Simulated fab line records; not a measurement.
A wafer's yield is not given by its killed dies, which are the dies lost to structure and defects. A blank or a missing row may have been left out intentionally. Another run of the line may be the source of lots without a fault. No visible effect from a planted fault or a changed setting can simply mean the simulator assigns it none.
Struck lot and sound lot, side by side + flow n5-finfet + 36 steps out of a route of 1938
Sound: wafers L216.2, L216.5, L216.6. Struck: wafer L227.2 (L227.5, L227.6, from the same lot, were not struck and are left out); the cause is given at the end.
At each step with rows: each side's tool, then ch and its chambers, then its first start. Under that, the readings that differ: sound wafers + struck wafers + difference of the means + sigmas: that difference in standard deviations of wafers without a fault.
alike: words and numbers the same on both sides, and readings whose means are apart by under 2 such deviations; not compared: readings that were withheld, readings missing a value for some wafer, numbers with overlapping values and no deviation given by the record, and bounds like >300 which may hide the same value.
A row with sigmas, a row that says differs or no value, or rows on one side alone: a step with any of these is where the two part. Numbers that have no deviation but don't overlap get no sigmas and don't part them. A reading that every wafer of one side lacks parts them only if that side has two wafers or more.

first, 9 steps without rows for these wafers: N5_BEOL_M4_ANNEAL_95 (time 240 s); N5_BEOL_M4_SPUTTER_96 (material Cu, target thk 4.5 nm, time 8.29 s); N5_BEOL_M4_ECD_50 (material Cu, target thk 300 nm); N5_BEOL_M4_ANNEAL_51 (time 90 s); N5_BEOL_M4_CMP_52 (polishes, stops on SiOC, t overpolish 6.8 s, target thk 40 nm); N5_BEOL_M4_PRE_CLEAN_60 (time 15 s); N5_BEOL_M4_CO_CAP_55 (material Co, precursor CCTBA/H2, target thk 2 nm, time 102.1 s); N5_BEOL_M4_PRE_CLEAN_56 (time 15 s); N5_BEOL_M4_DEP_57 (deposits SiCN from 3MS/NH3, target thk 8 nm, time 14 s).
N5_BEOL_M4_RC_MEAS_101:
  sound on prober-01 ch 0, day 8 08:46; struck on prober-01 ch 0, day 11 13:13
  alike: DIBL_N, DIBL_P, IOFF_N, IOFF_P, ION_N, ION_P, SS_N, SS_P, VT_N, VT_P
then, 24 steps without rows for these wafers: N5_BEOL_M5_ILD_DEP_00 (deposits SiCOH lowk from DEMS/porogen, target thk 140.64 nm, time 25.9 s); N5_BEOL_M5_CURE_79 (cures SiCOH lowk, time 240 s); N5_BEOL_M5_PECVD_70 (deposits SiO2 from TEOS/O2, target thk 16 nm, time 18 s); N5_BEOL_M5_HM_DEP_02 (deposits TiN, target thk 20 nm); N5_BEOL_M5_COAT_59 (time 60 s, resist thk 60 nm); N5_BEOL_M5_COAT_60 (time 60 s, resist thk 12 nm); N5_BEOL_M5_COAT_71 (time 60 s, resist thk 5 nm); N5_BEOL_M5_COAT_05 (resist thk 30 nm); N5_BEOL_M5_EBR_07; N5_BEOL_M5_SOFTBAKE_06 (time 60 s); N5_BEOL_M5_EXPOSE_08 (exposes mask M5, target cd 28 nm); N5_BEOL_M5_PEB_09 (peb time 60 s); N5_BEOL_M5_DEVELOP_10 (develop time 30 s); N5_BEOL_M5_DESCUM_16 (chemistry O2, time 7 s); N5_BEOL_M5_ETCH_72 (etches underlayer in N2/H2, target depth 6.5 nm, time 5.2 s); N5_BEOL_M5_ETCH_61 (etches SiARC in CF4, target depth 15.6 nm, time 26 s); N5_BEOL_M5_ETCH_62 (etches SOC in N2/H2, target depth 75 nm, overetch 15 nm, time 112.5 s); N5_BEOL_M5_STRIP_63 (strips in N2/H2); N5_BEOL_M5_STRIP_73 (strips in N2/H2); N5_BEOL_M5_STRIP_64 (strips in CF4); N5_BEOL_M5_HM_OPEN_17 (chemistry Cl2/BCl3, target TiN, target depth 20 nm, overetch 6 nm); N5_BEOL_M5_STRIP_19 (strips in O2); N5_BEOL_M5_COAT_65 (time 60 s, resist thk 60 nm); N5_BEOL_M5_COAT_66 (time 60 s, resist thk 12 nm).
-- the record jumps here: 4 days lie between the struck wafers' starts before and after (it left off in module BEOL_M5 and takes up again in module PASSIVATION, whose first step shown is number 1936 of the route) --
N5_PASSIVATION_PECVD_01: deposits SiNx from SiH4/NH3/N2, target thk 200 nm, time 43.2 s.
  sound on pecvd-03 ch 1,2, day 12 10:25; struck on pecvd-03 ch 2, day 15 22:44
| reading                                        | sound           | struck | difference | sigmas |
|------------------------------------------------|-----------------|--------|------------|--------|
| model.SiNx_of_PASSIVATION_PECVD_01.thk-nm (nm) | 198 201.2 198.2 | 207.4  | +8.3       |        |
  alike: heater-power-w, showerhead-plenum-p-Torr, throttle-valve-pct
  not compared: since-wet-clean-h
N5_PASSIVATION_PROBE_49:
  rows exist in the record for the struck wafers here (prober-01, day 16 08:15), but not for the sound ones

== WHERE THEY PART ==
At N5_PASSIVATION_PROBE_49 and nowhere else, as far as this record goes.

WHY: whatever the simulator had introduced
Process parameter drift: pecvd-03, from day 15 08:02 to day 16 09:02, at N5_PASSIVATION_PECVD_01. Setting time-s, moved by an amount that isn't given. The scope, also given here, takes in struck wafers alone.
